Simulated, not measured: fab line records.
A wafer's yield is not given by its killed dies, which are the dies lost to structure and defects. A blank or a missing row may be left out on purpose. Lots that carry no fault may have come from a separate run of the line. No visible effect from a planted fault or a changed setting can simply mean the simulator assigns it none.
Chamber matching    flow nand-harc    NHARC_A_STAIRCASE_CMP_472 on cmp-03 has 4 sister chambers
The step polishes SiO2. 18 wafers are shown with their chamber, then 9 later ones without.

## WAFERS PAIRED WITH THEIR CHAMBERS
wafer   chamber  motor-current-A (A)
L075.1  0        12.8
L075.2  2        12.4
L075.3  3        9.7
L075.4  1        10.9
L075.5  1        10.0
L075.6  0        13.6
L080.1  3        9.7
L080.5  0        13.2
L080.6  3        9.9
L081.1  3        9.9
L081.2  1        10.7
L081.5  0        13.4
L087.3  3        9.8
L087.4  0        12.4
L087.5  2        12.6
L088.1  2        12.4
L088.3  0        13.3
L088.4  1        11.1

SIGNATURES (averages over the wafers above)
reading          chamber 0  chamber 1  chamber 2  chamber 3  scatter within a chamber
motor-current-A  13.117     10.675     12.467     9.800      0.351
Rule: for a wafer and a chamber, the distance is found by dividing, reading by reading, the gap between the wafer's reading and the chamber's mean by the reading's scatter, squaring, summing and taking the root. The wafer belongs to the nearest chamber; if the next one is less than 2 further off, it can't be placed. The scatter: the root of (the sum of the squares of (reading less its chamber's mean) over the shown wafers, divided by (wafers less chambers)).

## WAFERS MISSING THEIR CHAMBER
wafer   motor-current-A (A)
L088.2  9.4
L088.5  11.4
L088.6  13.7
L090.1  10.0
L090.2  10.8
L090.4  12.8
L092.1  10.4
L092.3  9.0
L092.6  9.7

## WHICH CHAMBER EACH ONE RAN IN
wafer   from the rows above      in truth
L088.2  3                        3
L088.5  can't be placed: 1 or 2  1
L088.6  can't be placed: 0 or 2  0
L090.1  can't be placed: 3 or 1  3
L090.2  1                        1
L090.4  can't be placed: 0 or 2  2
L092.1  can't be placed: 1 or 3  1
L092.3  3                        3
L092.6  3                        3
Correct placement for 4 of the 9. Not placeable from these rows: 5 (in 5, the candidates include the true chamber). Number placed wrongly: 0.
